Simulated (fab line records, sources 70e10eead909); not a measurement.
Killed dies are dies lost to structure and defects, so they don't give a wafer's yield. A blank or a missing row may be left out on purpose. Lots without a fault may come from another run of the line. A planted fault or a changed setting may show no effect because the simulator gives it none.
fab line records | flow nand_harc
record lots=7 wafers=21 last_day=32
route steps=1302 shown A_CONTACT@993
lots that met no fault: from a run of the same line without faults
start_h: hours from the record's first day to the start of the lot's first wafer shown | wait_h: hours since the lot's step before | " the same as in the row above | L1.1+2: a row that stands for several wafers | - no value, or no start given | * or withheld: withheld | < > ~ a bound
route shown NAME@n: a module of which the file shows steps, and the number in the route of the first | usual: mean/standard deviation of fault-free wafers | same: alike in all rows | chamber/n: place in a boat | sites: the reading at each site | _std_site: their standard deviation | _edge_site: outer sites' mean less inner sites' | radius_mm: how far each site lies from the wafer's centre | mask NAME#n: copy n | behind: the tool/chamber that last shaped the wafer | hold: why the lot was held/for how many hours/how that ended | device: the transistor (n, p or np) that didn't switch | end of line: the same wafers' tests at the end of the route | a step without rows: its recipe alone | killed: dies lost to structure and defects at the first sort, not the wafer's yield | map: a wafer's dies, x killed, . not, _ none there
set.NAME: the setting as run; set.NAME@STEP: as run at that earlier step | model.NAME: the simulator's own value behind a step, which no gauge read
lots at some steps of the route; a table a step, a row a wafer
services: from which hour (start_h, from the record's first day; less than 0 if before it) a tool's chamber was out of use, for how many hours, and why
## steps
# step NHARC_A_CONTACT_EBR_38
# step NHARC_A_CONTACT_EXPOSE_39
# recipe na=1.35 sigma_outer=0.8 dose_mj=58.79 mask_id=A_CC_3
# step NHARC_A_CONTACT_PEB_40
# recipe peb_temp_c=100 peb_time_s=65
# step NHARC_A_CONTACT_DEVELOP_41
# recipe develop_time_s=35 dev_temp_c=23
# step NHARC_A_CONTACT_CD_MEAS_42
# recipe target_cd_nm=300 landing_energy_ev=500
# usual cd_nm=300.2/0.45
# columns lot.wafer tool chamber start_h wait_h cd_nm
L294.1 cd_sem-01 0 507.27 - 300.3
L294.3 " 0 " " 300.1
L294.6 " 0 " " 300.6
L297.2 cd_sem-02 0 526.66 - 300.0
L297.4 " 0 " " 300.0
L297.6 " 0 " " 300.5
L306.1 cd_sem-03 0 626.29 - 299.3
L306.3 " 0 " " 299.7
L306.5 " 0 " " 300.7
L308.1 cd_sem-01 0 634.94 - 300.4
L308.2 " 0 " " 299.4
L308.5 " 0 " " 300.2
L307.1 cd_sem-02 0 636.00 - 301.5
L307.5 " 0 " " 300.6
L307.6 " 0 " " 300.1
L310.2 cd_sem-02 0 666.60 - 299.6
L310.4 " 0 " " 300.2
L310.6 " 0 " " 299.8
L313.1 cd_sem-03 0 694.24 - 300.9
L313.3 " 0 " " 300.4
L313.6 " 0 " " 300.0
# step NHARC_A_CONTACT_OVL_MEAS_43
# usual overlay_x_nm=-0.2/0.89 overlay_y_nm=-0.2/0.8
# columns lot.wafer tool chamber start_h wait_h overlay_x_nm overlay_y_nm
L294.1 overlay-02 - 507.36 - -1.3 -1.0
L294.3 " - " " -0.5 -1.3
L294.6 " - " " -0.5 -1.2
L297.2 overlay-01 - 526.75 - 0.4 1.5
L297.4 " - " " 0.2 0.5
L297.6 " - " " 1.0 0.9
L306.1 overlay-02 - 626.38 - 0.8 0.1
L306.3 " - " " 0.1 -0.1
L306.5 " - " " 0.1 -0.2
L308.1 overlay-02 - 635.03 - 0.2 0.2
L308.2 " - " " -0.4 0.2
L308.5 " - " " -0.4 0.1
L307.1 overlay-01 - 636.09 - -0.7 0.7
L307.5 " - " " -1.2 0.6
L307.6 " - " " -0.9 0.7
L310.2 overlay-02 - 666.70 - -0.6 0.1
L310.4 " - " " -0.2 -0.1
L310.6 " - " " -0.4 0.0
L313.1 overlay-02 - 694.33 - -0.2 0.8
L313.3 " - " " 0.0 0.1
L313.6 " - " " 0.2 0.2
# step NHARC_A_CONTACT_INSPECT_44
# usual raw_defect_count=78/33
# columns lot.wafer tool chamber start_h wait_h raw_defect_count
L294.1 defect_inspect-02 - 507.39 0.0 105
L294.3 " - " " 97
L294.6 " - " " 106
L297.2 defect_inspect-01 - 526.79 0.0 69
L297.4 " - " " 85
L297.6 " - " " 85
L306.1 defect_inspect-01 - 626.41 0.0 92
L306.3 " - " " 69
L306.5 " - " " 96
L308.1 defect_inspect-01 - 635.06 0.0 133
L308.2 " - " " 114
L308.5 " - " " 101
L307.1 defect_inspect-02 - 636.12 0.0 103
L307.5 " - " " 91
L307.6 " - " " 72
L310.2 defect_inspect-01 - 666.74 0.0 87
L310.4 " - " " 113
L310.6 " - " " 100
L313.1 defect_inspect-02 - 694.36 0.0 35
L313.3 " - " " 35
L313.6 " - " " 42
# step NHARC_A_CONTACT_DESCUM_47
# recipe time_s=3 o2_flow_sccm=200 ar_flow_sccm=0 bias_power_w=0 chemistry=O2
# usual chamber_pressure_mTorr=60.00/0.061 drypump_motor_current_A=5.9/0.36 oes_product_au=1.000/0.011 rf_vpp_V=57.7/0.96 showerhead_plenum_p_Torr=1.88/0.07 throttle_valve_pct=11.312/0.0091
# columns lot.wafer tool chamber start_h wait_h chamber_pressure_mTorr drypump_motor_current_A oes_product_au rf_hours_counter_h rf_vpp_V showerhead_plenum_p_Torr throttle_valve_pct
L294.1 rie_diel-03 3 507.46 0.1 60.01 6.3 0.990 15 58.1 1.90 11.319
L294.3 " 0 " " 60.04 5.7 0.987 12 59.6 1.93 11.319
L294.6 " 3 " " 59.95 6.3 0.987 - 58.7 1.90 11.320
L297.4 rie_diel-02 1 526.87 0.1 60.06 6.0 1.005 43 56.6 1.83 11.321
L297.2 " 0 " " 60.01 5.6 1.007 44 58.0 1.94 11.305
L297.6 " 1 " " 60.09 6.0 0.997 - 57.3 1.83 11.309
L306.1 rie_diel-04 2 626.48 0.1 60.02 6.3 0.992 12 58.7 1.96 11.321
L306.3 " 1 " " 59.98 5.6 1.002 12 57.9 1.86 11.324
L306.5 " 3 " " 59.97 5.5 1.009 - 58.5 1.94 11.322
L308.2 rie_diel-02 1 635.13 0.1 60.02 5.9 0.990 17 58.0 1.82 11.301
L308.1 " 2 " " 60.00 6.0 1.023 20 58.4 1.78 11.305
L308.5 " 0 " " 60.00 5.6 1.017 - 58.1 1.93 11.311
L307.1 rie_diel-04 0 636.18 0.1 60.08 5.6 1.002 13 59.2 1.79 11.312
L307.6 " 0 " " 60.10 5.6 0.991 - 56.9 1.79 11.295
L307.5 " 1 " " 59.86 5.6 1.007 - 57.8 1.86 11.302
L310.4 rie_diel-04 1 666.80 0.1 60.03 5.7 1.015 19 57.9 1.86 11.308
L310.2 " 2 " " 60.04 6.3 0.987 20 58.5 1.96 11.303
L310.6 " 2 " " 59.95 6.3 0.993 - 58.5 1.96 11.324
L313.3 rie_diel-04 0 694.42 0.1 60.00 5.6 1.014 24 57.4 1.79 11.314
L313.1 " 2 " " 60.06 6.3 0.987 24 57.2 1.96 11.310
L313.6 " 0 " " 60.05 5.6 1.006 - 56.3 1.79 11.296
# step NHARC_A_CONTACT_ETCH_48
# recipe target_depth_a=390 over_etch_frac=0.3 time_s=65 ion_energy_ev=80 cf4_flow_sccm=150 ar_flow_sccm=0 rf_w=300 bias_w=100 chemistry=CF4
# step NHARC_A_CONTACT_ETCH_49
# recipe target_depth_a=2600 over_etch_frac=0.3 time_s=475.3 ion_energy_ev=200 n2_flow_sccm=150 h2_flow_sccm=150 ar_flow_sccm=0 rf_w=400 bias_w=150 chemistry=N2/H2
# usual bias_w=150.0/0.46 chamber_pressure_mTorr=29.998/0.028 drypump_motor_current_A=5.9/0.35 n2_flow_sccm=150.0/0.42 oes_product_au=1.001/0.01 rf_vpp_V=429.4/2.3 showerhead_plenum_p_Torr=2.00/0.077 throttle_valve_pct=14.171/0.0086
# columns lot.wafer tool chamber start_h wait_h bias_w chamber_pressure_mTorr drypump_motor_current_A n2_flow_sccm oes_product_au rf_hours_counter_h rf_vpp_V showerhead_plenum_p_Torr throttle_valve_pct
L294.3 rie_diel-03 1 - - 150.5 29.986 5.6 149.3 1.002 13 431.1 2.10 14.158
L294.1 " 2 " " 150.4 29.967 6.6 149.6 0.985 13 427.0 1.89 14.160
L294.6 " 1 " " 149.4 29.992 5.6 149.9 0.986 - 431.5 2.10 14.174
L297.2 rie_diel-02 0 - - 149.8 29.989 5.6 149.9 1.004 44 430.7 2.07 14.164
L297.4 " 2 " " 150.4 30.000 6.0 149.9 1.003 43 426.9 1.90 14.170
L297.6 " 0 " " 150.6 30.006 5.6 149.9 1.004 - 431.7 2.07 14.177
L306.1 rie_diel-04 3 - - 150.4 29.950 5.5 151.1 1.004 12 430.6 2.07 14.167
L306.3 " 0 " " 150.1 29.967 5.6 149.9 1.001 12 427.9 1.91 14.170
L306.5 " 1 " " 149.4 30.006 5.6 150.1 0.993 - 429.0 1.98 14.181
L308.2 rie_diel-02 1 - - 149.7 29.966 6.0 150.1 0.996 17 427.4 1.94 14.157
L308.1 " 2 " " 150.2 29.999 6.0 150.4 1.012 20 424.4 1.89 14.174
L308.5 " 0 " " 149.8 30.012 5.7 150.4 1.009 - 430.7 2.06 14.159
L307.1 rie_diel-04 1 - - 149.5 29.992 5.6 149.5 1.021 14 428.4 1.98 14.173
L307.6 " 3 " " 149.7 29.988 5.5 150.3 1.005 - 429.5 2.07 14.173
L307.5 " 0 " " 150.6 30.042 5.6 150.2 1.011 - 426.9 1.91 14.175
L310.4 rie_diel-04 3 - - 150.1 30.002 5.5 150.3 1.002 20 431.1 2.07 14.181
L310.2 " 0 " " 151.0 30.003 5.6 150.1 1.007 20 426.9 1.91 14.172
L310.6 " 3 " " 149.9 30.044 5.5 149.9 1.015 - 431.2 2.07 14.181
L313.1 rie_diel-04 3 - - 149.8 30.015 5.5 150.0 1.008 26 431.6 2.07 14.178
L313.3 " 0 " " 149.3 30.006 5.6 149.4 1.014 25 426.8 1.91 14.162
L313.6 " 3 " " 149.6 29.975 5.5 151.0 1.019 - 431.4 2.07 14.166
# step NHARC_A_CONTACT_ETCH_50
# recipe target_depth_a=1210 time_s=60.5 cf4_flow_sccm=100 chf3_flow_sccm=30 ar_flow_sccm=0 rf_w=500 bias_w=200 chemistry=CF4/CHF3
# usual bias_w=200.0/0.63 cf4_flow_sccm=100.0/0.3 chamber_pressure_mTorr=25.000/0.024 drypump_motor_current_A=5.9/0.37 oes_product_au=0.946/0.021 rf_vpp_V=369.7/2.1 showerhead_plenum_p_Torr=1.55/0.055 throttle_valve_pct=16.802/0.0098
# columns lot.wafer tool chamber start_h wait_h bias_w cf4_flow_sccm chamber_pressure_mTorr drypump_motor_current_A oes_product_au rf_hours_counter_h rf_vpp_V showerhead_plenum_p_Torr throttle_valve_pct
L294.1 rie_diel-03 2 - - 200.3 99.6 25.022 6.6 0.962 13 367.2 1.47 16.820
L294.3 " 3 " " 199.6 100.0 25.049 6.3 0.946 15 371.0 1.57 16.803
L294.6 " 2 " " 200.7 99.6 24.975 6.6 0.969 - 366.8 1.46 16.803
L297.2 rie_diel-02 2 - - 199.6 99.7 24.953 6.0 0.935 43 367.5 1.47 16.796
L297.4 " 3 " " 199.9 100.3 25.028 6.1 0.935 37 368.8 1.55 16.808
L297.6 " 1 " " 200.9 99.9 24.977 6.0 0.921 - 368.3 1.51 16.806
L306.1 rie_diel-04 2 - - 199.6 99.5 25.010 6.3 0.938 12 370.2 1.61 16.800
L306.3 " 3 " " 198.9 99.8 24.995 5.5 0.984 12 372.0 1.60 16.802
L306.5 " 2 " " 199.3 99.4 25.001 6.2 0.952 - 373.1 1.61 16.804
L308.2 rie_diel-02 1 - - 200.9 99.5 25.009 5.9 0.954 17 367.3 1.50 16.786
L308.1 " 3 " " 200.5 99.7 25.011 6.1 0.985 18 370.0 1.55 16.815
L308.5 " 1 " " 201.5 99.5 25.015 6.0 0.951 - 368.6 1.50 16.796
L307.1 rie_diel-04 3 - - 200.6 99.9 24.984 5.5 0.971 15 370.3 1.60 16.806
L307.5 " 1 " " 199.6 99.6 24.979 5.6 0.943 - 368.8 1.53 16.820
L307.6 " 2 " " 200.7 100.0 24.999 6.2 0.953 - 371.6 1.61 16.799
L310.2 rie_diel-04 2 - - 200.7 100.1 25.011 6.3 0.931 20 372.0 1.61 16.798
L310.4 " 0 " " 199.5 100.6 24.998 5.6 0.947 20 367.6 1.48 16.821
L310.6 " 3 " " 200.2 100.0 24.985 5.5 0.956 - 372.3 1.59 16.799
L313.1 rie_diel-04 0 - - 200.5 100.2 25.011 5.6 0.958 25 368.4 1.48 16.803
L313.3 " 1 " " 200.8 99.4 24.969 5.6 0.947 23 369.7 1.53 16.807
L313.6 " 0 " " 200.3 100.1 24.998 5.6 0.963 - 367.0 1.48 16.811
# step NHARC_A_CONTACT_ETCH_51
# recipe target_depth_a=70000 over_etch_frac=0.3 time_s=1820 ion_energy_ev=150 o2_flow_sccm=400 cos_flow_sccm=20 ar_flow_sccm=0 rf_w=500 bias_w=300 chemistry=O2/COS
# usual bias_w=299.9/0.89 chamber_pressure_mTorr=20.001/0.016 cos_flow_sccm=20.00/0.061 drypump_motor_current_A=5.9/0.36 oes_product_au=1.000/0.011 rf_vpp_V=313.5/1.8 showerhead_plenum_p_Torr=3.08/0.11 throttle_valve_pct=28.329/0.0091
# columns lot.wafer tool chamber start_h wait_h bias_w chamber_pressure_mTorr cos_flow_sccm drypump_motor_current_A oes_product_au rf_hours_counter_h rf_vpp_V showerhead_plenum_p_Torr throttle_valve_pct
L294.3 rie_diel-03 1 - - 300.1 20.001 20.02 5.6 0.984 14 316.4 3.21 28.332
L294.1 " 3 " " 298.7 20.012 20.06 6.3 0.993 15 313.5 3.11 28.333
L294.6 " 2 " " 300.6 20.003 19.99 6.6 1.008 - 310.9 2.91 28.336
L297.4 rie_diel-02 1 - - 301.5 19.988 20.01 6.0 0.999 44 311.8 2.99 28.349
L297.2 " 2 " " 298.4 19.993 20.05 6.0 1.006 43 310.3 2.93 28.326
L297.6 " 3 " " 299.6 19.996 20.00 6.1 1.006 - 315.0 3.08 28.332
L306.1 rie_diel-04 3 - - 300.1 20.020 19.97 5.5 1.020 12 314.1 3.17 28.330
L306.3 " 0 " " 297.8 19.996 19.98 5.6 1.008 13 310.8 2.94 28.329
L306.5 " 3 " " 300.5 19.989 19.94 5.5 1.019 - 314.1 3.17 28.321
L308.2 rie_diel-02 2 - - 300.9 20.003 20.14 6.0 1.010 20 312.2 2.91 28.324
L308.1 " 0 " " 298.8 19.989 20.06 5.6 1.007 15 313.2 3.15 28.330
L308.5 " 2 " " 301.4 19.988 20.07 6.0 1.016 - 311.8 2.91 28.344
L307.1 rie_diel-04 2 - - 299.2 20.052 19.98 6.3 0.977 15 315.0 3.20 28.326
L307.5 " 0 " " 301.0 20.027 19.98 5.6 0.999 - 311.0 2.94 28.319
L307.6 " 1 " " 299.7 19.991 19.96 5.6 1.006 - 312.8 3.04 28.322
L310.2 rie_diel-04 0 - - 300.1 20.008 20.01 5.6 1.025 20 310.7 2.93 28.333
L310.4 " 1 " " 299.6 19.983 19.97 5.6 1.008 20 312.8 3.03 28.333
L310.6 " 3 " " 301.4 19.989 19.99 5.5 1.011 - 314.4 3.16 28.319
L313.3 rie_diel-04 2 - - 299.6 19.992 19.98 6.3 0.983 25 316.3 3.19 28.316
L313.1 " 3 " " 299.0 20.007 20.05 5.5 1.007 26 316.3 3.16 28.326
L313.6 " 1 " " 299.6 19.992 19.95 5.6 0.996 - 313.2 3.03 28.332
# step NHARC_A_CONTACT_ETCH_111
# recipe source_w=withheld pressure_mtorr=20 bias_v=withheld time_s=140 target_depth_a=7000 ar_flow_sccm=withheld c4f8_flow_sccm=withheld o2_flow_sccm=withheld chemistry=C4F8/O2/Ar
# usual chamber_pressure_mTorr=19.999/0.018 oes_air_line_au=1.000/0.019
# columns lot.wafer tool chamber start_h wait_h chamber_pressure_mTorr oes_air_line_au rf_hours_counter_h
L294.1 har_cap_etch-02 1 510.07 - 19.991 1.036 83
L294.3 " 0 " " 20.011 0.985 -
L294.6 " 1 " " 20.002 1.011 -
L297.2 har_cap_etch-01 0 528.69 - 19.988 0.979 2
L297.4 " 1 " " 20.007 0.993 -
L297.6 " 1 " " 19.996 0.971 -
L306.1 har_cap_etch-03 1 628.34 - - - -
L306.3 " 1 " " - - -
L306.5 " 1 " " - - -
L308.1 har_cap_etch-03 0 636.95 - - - -
L308.2 " 1 " " - - -
L308.5 " 0 " " - - -
L307.1 har_cap_etch-01 0 638.38 - - - -
L307.5 " 1 " " - - -
L307.6 " 0 " " - - -
L310.2 har_cap_etch-02 0 668.70 - 20.005 0.992 113
L310.4 " 0 " " 20.024 0.974 -
L310.6 " 1 " " 20.001 0.986 -
L313.1 har_cap_etch-03 0 696.26 - 19.974 1.023 78
L313.3 " 1 " " 19.987 0.983 -
L313.6 " 0 " " 19.990 1.039 -
# step NHARC_A_CONTACT_ETCH_112
# recipe source_w=withheld pressure_mtorr=20 bias_v=3000 time_s=190 target_depth_a=18500 ar_flow_sccm=withheld c4f8_flow_sccm=withheld o2_flow_sccm=withheld chemistry=C4F8/O2/Ar
# usual chamber_pressure_mTorr=20.001/0.018 oes_air_line_au=0.999/0.019
# columns lot.wafer tool chamber start_h wait_h chamber_pressure_mTorr oes_air_line_au rf_hours_counter_h
L294.1 har_cap_etch-02 1 510.27 0.2 20.027 0.964 83
L294.3 " 0 " " 20.001 0.985 -
L294.6 " 1 " " 20.009 0.951 -
L297.2 har_cap_etch-01 0 528.96 0.2 19.987 1.005 2
L297.4 " 1 " " 20.002 0.991 -
L297.6 " 1 " " 19.999 0.985 -
L306.1 har_cap_etch-03 1 628.53 0.2 20.006 0.990 63
L306.3 " 1 " " 19.981 1.012 -
L306.5 " 1 " " 20.033 1.007 -
L308.1 har_cap_etch-03 0 637.15 0.2 20.002 0.993 65
L308.2 " 1 " " 19.984 1.013 65
L308.5 " 0 " " 19.991 1.004 -
L307.1 har_cap_etch-01 0 638.58 0.2 19.980 1.039 21
L307.5 " 1 " " 20.011 0.994 -
L307.6 " 0 " " 19.973 1.036 -
L310.2 har_cap_etch-02 0 668.89 0.2 20.016 0.992 113
L310.4 " 0 " " 19.994 0.995 -
L310.6 " 1 " " 19.983 1.003 -
L313.1 har_cap_etch-03 0 696.46 0.2 20.033 1.023 78
L313.3 " 1 " " 20.024 1.000 -
L313.6 " 0 " " 20.008 1.035 -
## services
# columns tool chamber start_h hours kind
rie_diel-03 0 485.25 7.6 repair
rie_diel-04 0 487.06 - clean
rie_diel-04 1 487.06 - clean
rie_diel-04 2 487.06 - clean
rie_diel-04 3 487.06 - clean
har_cap_etch-01 - 497.00 17.0 pm
rie_diel-04 0 511.59 - clean
rie_diel-04 1 511.59 - clean
rie_diel-04 2 511.59 - clean
rie_diel-04 3 511.59 - clean
rie_diel-03 1 518.37 15.8 repair
rie_diel-04 - 531.90 9.0 pm
rie_diel-04 0 531.90 9.0 vent_cycle
rie_diel-04 1 531.90 9.0 vent_cycle
rie_diel-04 2 531.90 9.0 vent_cycle
rie_diel-04 3 531.90 9.0 vent_cycle
rie_diel-04 0 540.90 - clean
rie_diel-04 1 540.90 - clean
rie_diel-04 2 540.90 - clean
rie_diel-04 3 540.90 - clean
rie_diel-04 0 565.40 - clean
rie_diel-02 - 572.22 9.0 pm
rie_diel-03 - 635.98 9.0 pm
rie_diel-03 2 686.75 4.4 repair
## key
first_sign step=NHARC_A_CONTACT_ETCH_111 reading=tool_record direction=missing
effect none on later readings
met_at NHARC_A_CONTACT_ETCH_111
struck_wafers L306.1,L306.3,L306.5,L307.1,L307.5,L307.6,L308.1,L308.2,L308.5
later_rows_left_out L306.1,L306.3,L306.5,L307.1,L307.5,L307.6,L308.1,L308.2,L308.5
sort_left_out L306.1,L306.3,L306.5,L307.1,L307.5,L307.6,L308.1,L308.2,L308.5
tester_left_out L306,L307,L308
onset_between 528.69 628.34
fault kind=skipped_step_whole tool=har_cap_etch-01,har_cap_etch-03 chamber=- onset_h=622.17 steps=NHARC_A_CONTACT_ETCH_111 scope=struck_lots_only
# tester_left_out: of these lots the tester's yield and bins aren't shown, on N5 and GAA mostly nor the transistor test; their killed dies are dies lost to structure and defects alone, not to doping, threshold or leakage, so they don't give the yield
# sort_left_out: the simulated sort isn't trusted on such a fault, so these wafers' sort isn't shown, and their yield isn't known
# later_rows_left_out: the simulator's readings of these wafers behind a module that went badly wrong aren't trusted and aren't shown, but for the sort
